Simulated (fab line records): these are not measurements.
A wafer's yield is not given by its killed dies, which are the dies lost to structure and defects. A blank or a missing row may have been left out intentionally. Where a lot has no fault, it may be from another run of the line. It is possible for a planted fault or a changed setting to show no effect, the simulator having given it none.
fab line records / flow nandHarc
[record] lots = 7 wafers = 19 lastDay = 33
route steps=1302 shown A_STAIRCASE@733 END@1302
lots that met no fault: from a run of the same line without faults
startH: start of the lot's first displayed wafer, in hours after the record's first day / waitH: time in hours since the lot's previous step / " as in the row above / L1.1+2: a row that stands for several wafers / - no value present, or no start provided / * or withheld: withheld / < > ~ a bound
route shown NAME@n: a module of which the file shows steps, and the number in the route of the first / usual: mean/standard deviation taken from wafers without a fault / same: alike in all rows / chamber/n: place in a boat / sites: the reading at each site / _std_site: how widely they spread, as a standard deviation / _edge_site: mean of outer sites minus mean of inner sites / radiusMm: how far each site lies from the wafer's centre / mask NAME#n: copy n / behind: tool/chamber where the wafer was last shaped / hold: why the lot was held/for how many hours/how that ended / device: the n, p or np transistor that did not switch / end of line: the same wafers' tests at the end of the route / for a step that has no rows: nothing shown but its recipe / killed: count of dies lost to structure and defects at first sort (not the wafer's yield) / map: dies across one wafer; x = killed, . = not, _ = none there
set.NAME: setting as actually run; set.NAME@STEP: the setting as run at that earlier step / model.NAME: the simulator's own value behind a step, which no gauge read
lots at selected steps of the route; one table per step, one row per wafer
services: when a tool's chamber went out of use (startH, in hours from the record's first day, below 0 if earlier), for how many hours, and the reason
[[steps]]
[step NHARC_A_STAIRCASE_DESCUM_219]
[recipe] timeS = 3 o2FlowSccm = 200 arFlowSccm = 0 biasPowerW = 0 chemistry = O2
[step NHARC_A_STAIRCASE_TRIM_220]
[recipe] timeS = 211.2 o2FlowSccm = 500 arFlowSccm = 0 biasW = 0 chemistry = O2
[usual] drypumpMotorCurrentA = 5.7/0.31 oesProductAu = 1.001/0.011 rfVppV = 57.8/0.89 showerheadPlenumPTorr = 3.56/0.13 throttleValvePct = 17.037/0.0085
lot.wafer=L298.2 tool=rieDiel-01 chamber=3 startH=392.28 waitH=0.1 drypumpMotorCurrentA=6.3 oesProductAu=1.018 rfHoursCounterH=0 rfVppV=57.6 showerheadPlenumPTorr=3.53 throttleValvePct=17.044
lot.wafer=L298.3 tool=rieDiel-01 chamber=1 startH=392.28 waitH=0.1 drypumpMotorCurrentA=6.2 oesProductAu=1.000 rfHoursCounterH=0 rfVppV=58.1 showerheadPlenumPTorr=3.30 throttleValvePct=17.038
lot.wafer=L298.6 tool=rieDiel-01 chamber=3 startH=392.28 waitH=0.1 drypumpMotorCurrentA=6.4 oesProductAu=1.016 rfHoursCounterH=- rfVppV=58.1 showerheadPlenumPTorr=3.53 throttleValvePct=17.017
lot.wafer=L305.3 tool=rieDiel-04 chamber=1 startH=474.74 waitH=0.1 drypumpMotorCurrentA=5.5 oesProductAu=0.990 rfHoursCounterH=36 rfVppV=58.4 showerheadPlenumPTorr=3.69 throttleValvePct=17.037
lot.wafer=L305.4 tool=rieDiel-04 chamber=3 startH=474.74 waitH=0.1 drypumpMotorCurrentA=5.7 oesProductAu=0.997 rfHoursCounterH=36 rfVppV=57.3 showerheadPlenumPTorr=3.57 throttleValvePct=17.039
lot.wafer=L305.6 tool=rieDiel-04 chamber=2 startH=474.74 waitH=0.1 drypumpMotorCurrentA=5.6 oesProductAu=0.982 rfHoursCounterH=- rfVppV=58.2 showerheadPlenumPTorr=3.56 throttleValvePct=17.032
lot.wafer=L308.1 tool=rieDiel-04 chamber=2 startH=481.73 waitH=0.1 drypumpMotorCurrentA=5.7 oesProductAu=0.993 rfHoursCounterH=40 rfVppV=58.3 showerheadPlenumPTorr=3.56 throttleValvePct=17.043
lot.wafer=L308.6 tool=rieDiel-04 chamber=3 startH=481.73 waitH=0.1 drypumpMotorCurrentA=5.7 oesProductAu=1.009 rfHoursCounterH=- rfVppV=59.3 showerheadPlenumPTorr=3.57 throttleValvePct=17.034
lot.wafer=L309.1 tool=rieDiel-01 chamber=1 startH=504.02 waitH=0.1 drypumpMotorCurrentA=6.3 oesProductAu=1.007 rfHoursCounterH=34 rfVppV=55.9 showerheadPlenumPTorr=3.28 throttleValvePct=17.031
lot.wafer=L309.3 tool=rieDiel-01 chamber=2 startH=504.02 waitH=0.1 drypumpMotorCurrentA=5.7 oesProductAu=1.003 rfHoursCounterH=35 rfVppV=58.3 showerheadPlenumPTorr=3.52 throttleValvePct=17.040
lot.wafer=L310.3 tool=rieDiel-07 chamber=0 startH=518.36 waitH=0.1 drypumpMotorCurrentA=5.2 oesProductAu=0.997 rfHoursCounterH=10 rfVppV=58.2 showerheadPlenumPTorr=3.61 throttleValvePct=17.044
lot.wafer=L310.6 tool=rieDiel-07 chamber=2 startH=518.36 waitH=0.1 drypumpMotorCurrentA=5.1 oesProductAu=1.006 rfHoursCounterH=- rfVppV=58.5 showerheadPlenumPTorr=3.39 throttleValvePct=17.022
lot.wafer=L310.5 tool=rieDiel-07 chamber=3 startH=518.36 waitH=0.1 drypumpMotorCurrentA=5.4 oesProductAu=0.988 rfHoursCounterH=- rfVppV=58.0 showerheadPlenumPTorr=3.73 throttleValvePct=17.040
lot.wafer=L313.4 tool=rieDiel-01 chamber=1 startH=549.72 waitH=0.1 drypumpMotorCurrentA=6.3 oesProductAu=1.005 rfHoursCounterH=50 rfVppV=58.8 showerheadPlenumPTorr=3.27 throttleValvePct=17.026
lot.wafer=L313.5 tool=rieDiel-01 chamber=3 startH=549.72 waitH=0.1 drypumpMotorCurrentA=6.3 oesProductAu=1.008 rfHoursCounterH=- rfVppV=56.5 showerheadPlenumPTorr=3.50 throttleValvePct=17.023
lot.wafer=L313.6 tool=rieDiel-01 chamber=0 startH=549.72 waitH=0.1 drypumpMotorCurrentA=5.7 oesProductAu=1.015 rfHoursCounterH=- rfVppV=57.8 showerheadPlenumPTorr=3.40 throttleValvePct=17.055
lot.wafer=L318.3 tool=rieDiel-07 chamber=0 startH=588.19 waitH=0.1 drypumpMotorCurrentA=5.2 oesProductAu=1.012 rfHoursCounterH=34 rfVppV=58.6 showerheadPlenumPTorr=3.60 throttleValvePct=17.048
lot.wafer=L318.4 tool=rieDiel-07 chamber=2 startH=588.19 waitH=0.1 drypumpMotorCurrentA=5.2 oesProductAu=0.998 rfHoursCounterH=37 rfVppV=57.4 showerheadPlenumPTorr=3.37 throttleValvePct=17.023
lot.wafer=L318.5 tool=rieDiel-07 chamber=3 startH=588.19 waitH=0.1 drypumpMotorCurrentA=5.4 oesProductAu=0.984 rfHoursCounterH=- rfVppV=59.4 showerheadPlenumPTorr=3.72 throttleValvePct=17.013
[step NHARC_A_STAIRCASE_ETCH_221]
[recipe] targetDepthA = 1000 timeS = 40.5 ionEnergyEv = 400 c4f8FlowSccm = 20 o2FlowSccm = 10 arFlowSccm = withheld rfW = 600 biasW = 1000 chemistry = C4F8/O2
[step NHARC_A_STAIRCASE_TRIM_222]
[recipe] timeS = 211.2 o2FlowSccm = 500 arFlowSccm = 0 biasW = 0 chemistry = O2
[step NHARC_A_STAIRCASE_ETCH_223]
[recipe] targetDepthA = 1000 timeS = 40.5 ionEnergyEv = 400 c4f8FlowSccm = 20 o2FlowSccm = 10 arFlowSccm = withheld rfW = 600 biasW = 1000 chemistry = C4F8/O2
[step NHARC_A_STAIRCASE_TRIM_224]
[recipe] timeS = 211.2 o2FlowSccm = 500 arFlowSccm = 0 biasW = 0 chemistry = O2
[step NHARC_A_STAIRCASE_ETCH_225]
[recipe] targetDepthA = 1000 timeS = 40.5 ionEnergyEv = 400 c4f8FlowSccm = 20 o2FlowSccm = 10 arFlowSccm = withheld rfW = 600 biasW = 1000 chemistry = C4F8/O2
[usual] oesProductAu = 0.943/0.012 rfVppV = 897/4.9
lot.wafer=L298.2 tool=rieDiel-01 chamber=1 startH=- waitH=- oesProductAu=0.944 rfHoursCounterH=0 rfVppV=888
lot.wafer=L298.3 tool=rieDiel-01 chamber=3 startH=- waitH=- oesProductAu=0.947 rfHoursCounterH=0 rfVppV=895
lot.wafer=L298.6 tool=rieDiel-01 chamber=1 startH=- waitH=- oesProductAu=0.942 rfHoursCounterH=- rfVppV=887
lot.wafer=L305.3 tool=rieDiel-04 chamber=2 startH=- waitH=- oesProductAu=0.932 rfHoursCounterH=39 rfVppV=897
lot.wafer=L305.4 tool=rieDiel-04 chamber=0 startH=- waitH=- oesProductAu=0.954 rfHoursCounterH=34 rfVppV=903
lot.wafer=L305.6 tool=rieDiel-04 chamber=2 startH=- waitH=- oesProductAu=0.934 rfHoursCounterH=- rfVppV=897
lot.wafer=L308.1 tool=rieDiel-04 chamber=1 startH=- waitH=- oesProductAu=0.968 rfHoursCounterH=38 rfVppV=902
lot.wafer=L308.6 tool=rieDiel-04 chamber=0 startH=- waitH=- oesProductAu=0.947 rfHoursCounterH=- rfVppV=903
lot.wafer=L309.3 tool=rieDiel-01 chamber=3 startH=- waitH=- oesProductAu=0.941 rfHoursCounterH=40 rfVppV=895
lot.wafer=L309.1 tool=rieDiel-01 chamber=1 startH=- waitH=- oesProductAu=0.945 rfHoursCounterH=34 rfVppV=887
lot.wafer=L310.3 tool=rieDiel-07 chamber=3 startH=- waitH=- oesProductAu=0.932 rfHoursCounterH=10 rfVppV=904
lot.wafer=L310.5 tool=rieDiel-07 chamber=1 startH=- waitH=- oesProductAu=0.958 rfHoursCounterH=- rfVppV=903
lot.wafer=L310.6 tool=rieDiel-07 chamber=2 startH=- waitH=- oesProductAu=0.947 rfHoursCounterH=- rfVppV=891
lot.wafer=L313.4 tool=rieDiel-01 chamber=3 startH=- waitH=- oesProductAu=0.956 rfHoursCounterH=54 rfVppV=895
lot.wafer=L313.5 tool=rieDiel-01 chamber=3 startH=- waitH=- oesProductAu=0.955 rfHoursCounterH=- rfVppV=896
lot.wafer=L313.6 tool=rieDiel-01 chamber=0 startH=- waitH=- oesProductAu=0.962 rfHoursCounterH=- rfVppV=892
lot.wafer=L318.4 tool=rieDiel-07 chamber=1 startH=- waitH=- oesProductAu=0.942 rfHoursCounterH=33 rfVppV=903
lot.wafer=L318.3 tool=rieDiel-07 chamber=3 startH=- waitH=- oesProductAu=0.925 rfHoursCounterH=38 rfVppV=902
lot.wafer=L318.5 tool=rieDiel-07 chamber=2 startH=- waitH=- oesProductAu=0.940 rfHoursCounterH=- rfVppV=889
[step NHARC_A_STAIRCASE_TRIM_226]
[recipe] timeS = 211.2 o2FlowSccm = 500 arFlowSccm = 0 biasW = 0 chemistry = O2
[step NHARC_A_STAIRCASE_ETCH_227]
[recipe] targetDepthA = 1000 timeS = 40.5 ionEnergyEv = 400 c4f8FlowSccm = 20 o2FlowSccm = 10 arFlowSccm = withheld rfW = 600 biasW = 1000 chemistry = C4F8/O2
[usual] oesProductAu = 0.941/0.013 rfVppV = 897/5.1
lot.wafer=L298.2 tool=rieDiel-01 chamber=1 startH=- waitH=- oesProductAu=0.942 rfHoursCounterH=0 rfVppV=887
lot.wafer=L298.3 tool=rieDiel-01 chamber=3 startH=- waitH=- oesProductAu=0.947 rfHoursCounterH=0 rfVppV=897
lot.wafer=L298.6 tool=rieDiel-01 chamber=1 startH=- waitH=- oesProductAu=0.947 rfHoursCounterH=- rfVppV=887
lot.wafer=L305.4 tool=rieDiel-04 chamber=1 startH=- waitH=- oesProductAu=0.953 rfHoursCounterH=36 rfVppV=902
lot.wafer=L305.3 tool=rieDiel-04 chamber=3 startH=- waitH=- oesProductAu=0.944 rfHoursCounterH=36 rfVppV=896
lot.wafer=L305.6 tool=rieDiel-04 chamber=1 startH=- waitH=- oesProductAu=0.940 rfHoursCounterH=- rfVppV=902
lot.wafer=L308.1 tool=rieDiel-04 chamber=1 startH=- waitH=- oesProductAu=0.955 rfHoursCounterH=38 rfVppV=902
lot.wafer=L308.6 tool=rieDiel-04 chamber=3 startH=- waitH=- oesProductAu=0.945 rfHoursCounterH=- rfVppV=897
lot.wafer=L309.3 tool=rieDiel-01 chamber=3 startH=- waitH=- oesProductAu=0.957 rfHoursCounterH=40 rfVppV=895
lot.wafer=L309.1 tool=rieDiel-01 chamber=0 startH=- waitH=- oesProductAu=0.954 rfHoursCounterH=39 rfVppV=893
lot.wafer=L310.3 tool=rieDiel-07 chamber=3 startH=- waitH=- oesProductAu=0.944 rfHoursCounterH=10 rfVppV=905
lot.wafer=L310.6 tool=rieDiel-07 chamber=2 startH=- waitH=- oesProductAu=0.952 rfHoursCounterH=- rfVppV=891
lot.wafer=L310.5 tool=rieDiel-07 chamber=3 startH=- waitH=- oesProductAu=0.940 rfHoursCounterH=- rfVppV=903
lot.wafer=L313.4 tool=rieDiel-01 chamber=3 startH=- waitH=- oesProductAu=0.957 rfHoursCounterH=54 rfVppV=896
lot.wafer=L313.5 tool=rieDiel-01 chamber=1 startH=- waitH=- oesProductAu=0.941 rfHoursCounterH=- rfVppV=886
lot.wafer=L313.6 tool=rieDiel-01 chamber=2 startH=- waitH=- oesProductAu=0.952 rfHoursCounterH=- rfVppV=895
lot.wafer=L318.3 tool=rieDiel-07 chamber=3 startH=- waitH=- oesProductAu=0.916 rfHoursCounterH=39 rfVppV=905
lot.wafer=L318.4 tool=rieDiel-07 chamber=2 startH=- waitH=- oesProductAu=0.935 rfHoursCounterH=38 rfVppV=890
lot.wafer=L318.5 tool=rieDiel-07 chamber=0 startH=- waitH=- oesProductAu=0.943 rfHoursCounterH=- rfVppV=898
[step NHARC_A_STAIRCASE_TRIM_229]
[recipe] timeS = 211.2 o2FlowSccm = 500 arFlowSccm = 0 biasW = 0 chemistry = O2
[usual] drypumpMotorCurrentA = 5.7/0.32 oesProductAu = 1.001/0.011 rfVppV = 57.9/0.92 showerheadPlenumPTorr = 3.58/0.14 throttleValvePct = 17.036/0.0087
lot.wafer=L298.3 tool=rieDiel-01 chamber=3 startH=393.33 waitH=0.1 drypumpMotorCurrentA=6.3 oesProductAu=1.009 rfHoursCounterH=0 rfVppV=57.8 showerheadPlenumPTorr=3.53 throttleValvePct=17.026
lot.wafer=L298.2 tool=rieDiel-01 chamber=1 startH=393.33 waitH=0.1 drypumpMotorCurrentA=6.3 oesProductAu=1.011 rfHoursCounterH=0 rfVppV=54.1 showerheadPlenumPTorr=3.30 throttleValvePct=17.056
lot.wafer=L298.6 tool=rieDiel-01 chamber=3 startH=393.33 waitH=0.1 drypumpMotorCurrentA=6.3 oesProductAu=1.013 rfHoursCounterH=- rfVppV=57.6 showerheadPlenumPTorr=3.53 throttleValvePct=17.047
lot.wafer=L305.3 tool=rieDiel-04 chamber=0 startH=475.78 waitH=0.1 drypumpMotorCurrentA=5.8 oesProductAu=0.995 rfHoursCounterH=34 rfVppV=57.8 showerheadPlenumPTorr=3.72 throttleValvePct=17.040
lot.wafer=L305.4 tool=rieDiel-04 chamber=1 startH=475.78 waitH=0.1 drypumpMotorCurrentA=5.5 oesProductAu=1.004 rfHoursCounterH=36 rfVppV=58.5 showerheadPlenumPTorr=3.69 throttleValvePct=17.031
lot.wafer=L305.6 tool=rieDiel-04 chamber=3 startH=475.78 waitH=0.1 drypumpMotorCurrentA=5.6 oesProductAu=0.995 rfHoursCounterH=- rfVppV=59.1 showerheadPlenumPTorr=3.57 throttleValvePct=17.029
lot.wafer=L308.1 tool=rieDiel-04 chamber=2 startH=482.80 waitH=0.1 drypumpMotorCurrentA=5.7 oesProductAu=0.993 rfHoursCounterH=41 rfVppV=57.0 showerheadPlenumPTorr=3.56 throttleValvePct=17.049
lot.wafer=L308.6 tool=rieDiel-04 chamber=1 startH=482.80 waitH=0.1 drypumpMotorCurrentA=5.5 oesProductAu=1.008 rfHoursCounterH=- rfVppV=58.4 showerheadPlenumPTorr=3.69 throttleValvePct=17.026
lot.wafer=L309.3 tool=rieDiel-04 chamber=2 startH=505.26 waitH=0.1 drypumpMotorCurrentA=5.7 oesProductAu=0.988 rfHoursCounterH=45 rfVppV=57.7 showerheadPlenumPTorr=3.56 throttleValvePct=17.028
lot.wafer=L309.1 tool=rieDiel-04 chamber=3 startH=505.26 waitH=0.1 drypumpMotorCurrentA=5.6 oesProductAu=1.006 rfHoursCounterH=44 rfVppV=57.3 showerheadPlenumPTorr=3.57 throttleValvePct=17.037
lot.wafer=L310.3 tool=rieDiel-07 chamber=1 startH=519.42 waitH=0.1 drypumpMotorCurrentA=5.9 oesProductAu=1.008 rfHoursCounterH=11 rfVppV=58.5 showerheadPlenumPTorr=3.74 throttleValvePct=17.032
lot.wafer=L310.5 tool=rieDiel-07 chamber=2 startH=519.42 waitH=0.1 drypumpMotorCurrentA=5.2 oesProductAu=1.014 rfHoursCounterH=- rfVppV=58.8 showerheadPlenumPTorr=3.39 throttleValvePct=17.037
lot.wafer=L310.6 tool=rieDiel-07 chamber=3 startH=519.42 waitH=0.1 drypumpMotorCurrentA=5.4 oesProductAu=0.995 rfHoursCounterH=- rfVppV=58.6 showerheadPlenumPTorr=3.73 throttleValvePct=17.028
lot.wafer=L313.4 tool=rieDiel-01 chamber=3 startH=550.72 waitH=0.1 drypumpMotorCurrentA=6.3 oesProductAu=0.997 rfHoursCounterH=54 rfVppV=56.9 showerheadPlenumPTorr=3.50 throttleValvePct=17.037
lot.wafer=L313.6 tool=rieDiel-01 chamber=3 startH=550.72 waitH=0.1 drypumpMotorCurrentA=6.3 oesProductAu=1.010 rfHoursCounterH=- rfVppV=58.9 showerheadPlenumPTorr=3.50 throttleValvePct=17.027
lot.wafer=L313.5 tool=rieDiel-01 chamber=0 startH=550.72 waitH=0.1 drypumpMotorCurrentA=5.7 oesProductAu=1.019 rfHoursCounterH=- rfVppV=58.2 showerheadPlenumPTorr=3.40 throttleValvePct=17.030
lot.wafer=L318.3 tool=rieDiel-04 chamber=0 startH=589.35 waitH=0.1 drypumpMotorCurrentA=5.8 oesProductAu=0.983 rfHoursCounterH=8 rfVppV=58.2 showerheadPlenumPTorr=3.71 throttleValvePct=17.052
lot.wafer=L318.4 tool=rieDiel-04 chamber=0 startH=589.35 waitH=0.1 drypumpMotorCurrentA=5.8 oesProductAu=0.990 rfHoursCounterH=- rfVppV=59.0 showerheadPlenumPTorr=3.71 throttleValvePct=17.018
lot.wafer=L318.5 tool=rieDiel-04 chamber=1 startH=589.35 waitH=0.1 drypumpMotorCurrentA=5.5 oesProductAu=0.978 rfHoursCounterH=- rfVppV=57.7 showerheadPlenumPTorr=3.67 throttleValvePct=17.043
[step NHARC_A_STAIRCASE_ETCH_230]
[recipe] targetDepthA = 1000 timeS = 40.5 ionEnergyEv = 400 c4f8FlowSccm = 20 o2FlowSccm = 10 arFlowSccm = withheld rfW = 600 biasW = 1000 chemistry = C4F8/O2
[usual] oesProductAu = 0.948/0.018 rfVppV = 898/4.9
lot.wafer=L298.2 tool=rieDiel-01 chamber=2 startH=- waitH=- oesProductAu=0.950 rfHoursCounterH=1 rfVppV=896
lot.wafer=L298.3 tool=rieDiel-01 chamber=3 startH=- waitH=- oesProductAu=0.949 rfHoursCounterH=1 rfVppV=897
lot.wafer=L298.6 tool=rieDiel-01 chamber=2 startH=- waitH=- oesProductAu=0.950 rfHoursCounterH=- rfVppV=896
lot.wafer=L305.3 tool=rieDiel-04 chamber=3 startH=- waitH=- oesProductAu=0.931 rfHoursCounterH=37 rfVppV=899
lot.wafer=L305.4 tool=rieDiel-04 chamber=0 startH=- waitH=- oesProductAu=0.923 rfHoursCounterH=34 rfVppV=903
lot.wafer=L305.6 tool=rieDiel-04 chamber=2 startH=- waitH=- oesProductAu=0.925 rfHoursCounterH=- rfVppV=898
lot.wafer=L308.1 tool=rieDiel-04 chamber=3 startH=- waitH=- oesProductAu=0.956 rfHoursCounterH=39 rfVppV=897
lot.wafer=L308.6 tool=rieDiel-04 chamber=1 startH=- waitH=- oesProductAu=0.955 rfHoursCounterH=- rfVppV=903
lot.wafer=L309.3 tool=rieDiel-04 chamber=1 startH=- waitH=- oesProductAu=0.970 rfHoursCounterH=43 rfVppV=901
lot.wafer=L309.1 tool=rieDiel-04 chamber=0 startH=- waitH=- oesProductAu=0.980 rfHoursCounterH=42 rfVppV=902
lot.wafer=L310.3 tool=rieDiel-07 chamber=2 startH=- waitH=- oesProductAu=0.938 rfHoursCounterH=11 rfVppV=892
lot.wafer=L310.6 tool=rieDiel-07 chamber=2 startH=- waitH=- oesProductAu=0.946 rfHoursCounterH=- rfVppV=892
lot.wafer=L310.5 tool=rieDiel-07 chamber=3 startH=- waitH=- oesProductAu=0.942 rfHoursCounterH=- rfVppV=903
lot.wafer=L313.4 tool=rieDiel-01 chamber=2 startH=- waitH=- oesProductAu=0.952 rfHoursCounterH=54 rfVppV=895
lot.wafer=L313.5 tool=rieDiel-01 chamber=2 startH=- waitH=- oesProductAu=0.960 rfHoursCounterH=- rfVppV=897
lot.wafer=L313.6 tool=rieDiel-01 chamber=3 startH=- waitH=- oesProductAu=0.960 rfHoursCounterH=- rfVppV=897
lot.wafer=L318.3 tool=rieDiel-04 chamber=1 startH=- waitH=- oesProductAu=0.915 rfHoursCounterH=22 rfVppV=902
lot.wafer=L318.4 tool=rieDiel-04 chamber=0 startH=- waitH=- oesProductAu=0.919 rfHoursCounterH=- rfVppV=903
lot.wafer=L318.5 tool=rieDiel-04 chamber=1 startH=- waitH=- oesProductAu=0.908 rfHoursCounterH=- rfVppV=901
[step NHARC_A_STAIRCASE_TRIM_231]
[recipe] timeS = 211.2 o2FlowSccm = 500 arFlowSccm = 0 biasW = 0 chemistry = O2
[usual] drypumpMotorCurrentA = 5.7/0.33 oesProductAu = 0.999/0.011 rfVppV = 57.9/1 showerheadPlenumPTorr = 3.57/0.14 throttleValvePct = 17.036/0.0097
lot.wafer=L298.2 tool=rieDiel-01 chamber=0 startH=393.61 waitH=- drypumpMotorCurrentA=5.7 oesProductAu=1.015 rfHoursCounterH=1 rfVppV=57.5 showerheadPlenumPTorr=3.42 throttleValvePct=17.033
lot.wafer=L298.3 tool=rieDiel-01 chamber=1 startH=393.61 waitH=- drypumpMotorCurrentA=6.3 oesProductAu=0.999 rfHoursCounterH=1 rfVppV=56.1 showerheadPlenumPTorr=3.30 throttleValvePct=17.034
lot.wafer=L298.6 tool=rieDiel-01 chamber=3 startH=393.61 waitH=- drypumpMotorCurrentA=6.3 oesProductAu=1.005 rfHoursCounterH=- rfVppV=57.9 showerheadPlenumPTorr=3.53 throttleValvePct=17.056
lot.wafer=L305.3 tool=rieDiel-04 chamber=1 startH=476.08 waitH=- drypumpMotorCurrentA=5.5 oesProductAu=0.997 rfHoursCounterH=36 rfVppV=59.3 showerheadPlenumPTorr=3.69 throttleValvePct=17.029
lot.wafer=L305.4 tool=rieDiel-04 chamber=2 startH=476.08 waitH=- drypumpMotorCurrentA=5.7 oesProductAu=1.136 rfHoursCounterH=39 rfVppV=58.5 showerheadPlenumPTorr=3.56 throttleValvePct=17.030
lot.wafer=L305.6 tool=rieDiel-04 chamber=0 startH=476.08 waitH=- drypumpMotorCurrentA=5.8 oesProductAu=0.986 rfHoursCounterH=- rfVppV=57.5 showerheadPlenumPTorr=3.72 throttleValvePct=17.029
lot.wafer=L308.1 tool=rieDiel-04 chamber=2 startH=483.03 waitH=- drypumpMotorCurrentA=5.7 oesProductAu=1.149 rfHoursCounterH=41 rfVppV=57.5 showerheadPlenumPTorr=3.56 throttleValvePct=17.018
lot.wafer=L308.6 tool=rieDiel-04 chamber=2 startH=483.03 waitH=- drypumpMotorCurrentA=5.6 oesProductAu=0.988 rfHoursCounterH=- rfVppV=57.9 showerheadPlenumPTorr=3.56 throttleValvePct=17.024
lot.wafer=L309.3 tool=rieDiel-04 chamber=0 startH=505.52 waitH=- drypumpMotorCurrentA=5.8 oesProductAu=0.996 rfHoursCounterH=42 rfVppV=56.9 showerheadPlenumPTorr=3.72 throttleValvePct=17.043
lot.wafer=L309.1 tool=rieDiel-04 chamber=1 startH=505.52 waitH=- drypumpMotorCurrentA=5.4 oesProductAu=1.190 rfHoursCounterH=43 rfVppV=58.3 showerheadPlenumPTorr=3.69 throttleValvePct=17.046
lot.wafer=L310.3 tool=rieDiel-07 chamber=1 startH=519.62 waitH=- drypumpMotorCurrentA=5.9 oesProductAu=1.010 rfHoursCounterH=11 rfVppV=59.2 showerheadPlenumPTorr=3.74 throttleValvePct=17.030
lot.wafer=L310.6 tool=rieDiel-07 chamber=1 startH=519.62 waitH=- drypumpMotorCurrentA=5.9 oesProductAu=1.013 rfHoursCounterH=- rfVppV=59.1 showerheadPlenumPTorr=3.74 throttleValvePct=17.042
lot.wafer=L310.5 tool=rieDiel-07 chamber=2 startH=519.62 waitH=- drypumpMotorCurrentA=5.1 oesProductAu=0.996 rfHoursCounterH=- rfVppV=55.1 showerheadPlenumPTorr=3.39 throttleValvePct=17.038
lot.wafer=L313.4 tool=rieDiel-01 chamber=1 startH=550.99 waitH=- drypumpMotorCurrentA=6.2 oesProductAu=1.002 rfHoursCounterH=51 rfVppV=57.0 showerheadPlenumPTorr=3.27 throttleValvePct=17.032
lot.wafer=L313.5 tool=rieDiel-01 chamber=1 startH=550.99 waitH=- drypumpMotorCurrentA=6.2 oesProductAu=1.013 rfHoursCounterH=- rfVppV=56.8 showerheadPlenumPTorr=3.27 throttleValvePct=17.024
lot.wafer=L313.6 tool=rieDiel-01 chamber=2 startH=550.99 waitH=- drypumpMotorCurrentA=5.7 oesProductAu=0.987 rfHoursCounterH=- rfVppV=57.5 showerheadPlenumPTorr=3.51 throttleValvePct=17.044
lot.wafer=L318.3 tool=rieDiel-04 chamber=2 startH=591.12 waitH=- drypumpMotorCurrentA=5.7 oesProductAu=0.985 rfHoursCounterH=19 rfVppV=58.4 showerheadPlenumPTorr=3.54 throttleValvePct=17.043
lot.wafer=L318.5 tool=rieDiel-04 chamber=0 startH=591.12 waitH=- drypumpMotorCurrentA=5.8 oesProductAu=1.003 rfHoursCounterH=- rfVppV=57.6 showerheadPlenumPTorr=3.71 throttleValvePct=17.036
lot.wafer=L318.4 tool=rieDiel-04 chamber=2 startH=591.12 waitH=- drypumpMotorCurrentA=5.7 oesProductAu=0.980 rfHoursCounterH=- rfVppV=58.5 showerheadPlenumPTorr=3.54 throttleValvePct=17.037
[step NHARC_A_STAIRCASE_ETCH_232]
[recipe] targetDepthA = 1000 timeS = 40.5 ionEnergyEv = 400 c4f8FlowSccm = 20 o2FlowSccm = 10 arFlowSccm = withheld rfW = 600 biasW = 1000 chemistry = C4F8/O2
[step NHARC_END_SORT_01]
[recipe] tempC = 25
[usual] killedAtArray = 57/20 killedAtOther = 1.0/1.5 killedAtPeriphery = 3.5/2.5 killedDies = 62/21 killedOpen = 3.5/1.9 killedShort = 2.4/1.6
[same] grossDies = 677
lot.wafer=L305.4 tool=prober-01 chamber=0 startH=669.49 waitH=3.4 killedAtArray=141 killedAtOther=0 killedAtPeriphery=2 killedDies=143 killedOpen=1 killedShort=5
// killed by level:class
L305.4 A_STAIRCASE:areaTrim=95 A_SLIT:chamberFilmFlake=32 A_CHANNEL_HOLE_D1:chamberFilmFlake=3 A_STAIRCASE:chamberFilmFlake=3 P_M0:geometricParticle:short=1 A_ONON_D1:geometricParticle:short=1 A_ONON_D2:geometricParticle:short=1 A_CHANNEL_FILL_D2:geometricParticle:short=1
[[services]]
tool=rieDiel-01 chamber=3 startH=378.09 hours=9.6 kind=repair
tool=rieDiel-01 chamber=- startH=380.80 hours=9.0 kind=pm
tool=rieDiel-04 chamber=0 startH=388.40 hours=- kind=clean
tool=rieDiel-04 chamber=1 startH=388.40 hours=- kind=clean
tool=rieDiel-04 chamber=2 startH=388.40 hours=- kind=clean
tool=rieDiel-04 chamber=3 startH=388.40 hours=- kind=clean
tool=rieDiel-07 chamber=0 startH=393.62 hours=9.9 kind=repair
tool=rieDiel-07 chamber=0 startH=403.85 hours=8.8 kind=repair
tool=rieDiel-04 chamber=0 startH=413.25 hours=- kind=clean
tool=rieDiel-04 chamber=1 startH=413.25 hours=- kind=clean
tool=rieDiel-04 chamber=2 startH=413.25 hours=- kind=clean
tool=rieDiel-04 chamber=3 startH=413.25 hours=- kind=clean
tool=rieDiel-04 chamber=0 startH=437.75 hours=- kind=clean
tool=rieDiel-04 chamber=1 startH=437.75 hours=- kind=clean
tool=rieDiel-04 chamber=2 startH=437.75 hours=- kind=clean
tool=rieDiel-04 chamber=3 startH=437.75 hours=- kind=clean
tool=rieDiel-04 chamber=0 startH=462.26 hours=- kind=clean
tool=rieDiel-07 chamber=- startH=471.20 hours=9.0 kind=pm
tool=rieDiel-04 chamber=- startH=532.93 hours=9.0 kind=pm
tool=rieDiel-07 chamber=1 startH=554.62 hours=4.5 kind=repair
tool=rieDiel-07 chamber=0 startH=555.62 hours=7.3 kind=repair
tool=rieDiel-01 chamber=- startH=557.89 hours=9.0 kind=pm
tool=rieDiel-01 chamber=2 startH=581.64 hours=14.5 kind=repair
tool=rieDiel-04 chamber=3 startH=582.21 hours=24.3 kind=repair
[[key]]
[firstSign] step = NHARC_A_STAIRCASE_TRIM_231 reading = oesProductAu direction = up sigmas = 15 usual = 0.999 struck = 1.159
[effect] step = NHARC_END_SORT_01 reading = killedAtArray direction = up sigmas = 4.1 usual = 57 struck = 141
metAt NHARC_A_STAIRCASE_TRIM_231
struckWafers L305.4,L308.1,L309.1
sortLeftOut L308.1,L309.1
testerLeftOut L305,L308,L309
[fault] kind = processParameterDrift tool = rieDiel-04 chamber = - onsetH = 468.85 steps = NHARC_A_STAIRCASE_TRIM_231 channel = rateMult offset = 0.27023 shape = step endH = 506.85 scope = struckWafersOnly
// testerLeftOut: of these lots the tester's yield and bins aren't shown, on N5 and GAA mostly nor the transistor test; their killed dies are dies lost to structure and defects alone, not to doping, threshold or leakage, so they don't give the yield
// sortLeftOut: the simulated sort isn't trusted on such a fault, so these wafers' sort isn't shown, and their yield isn't known
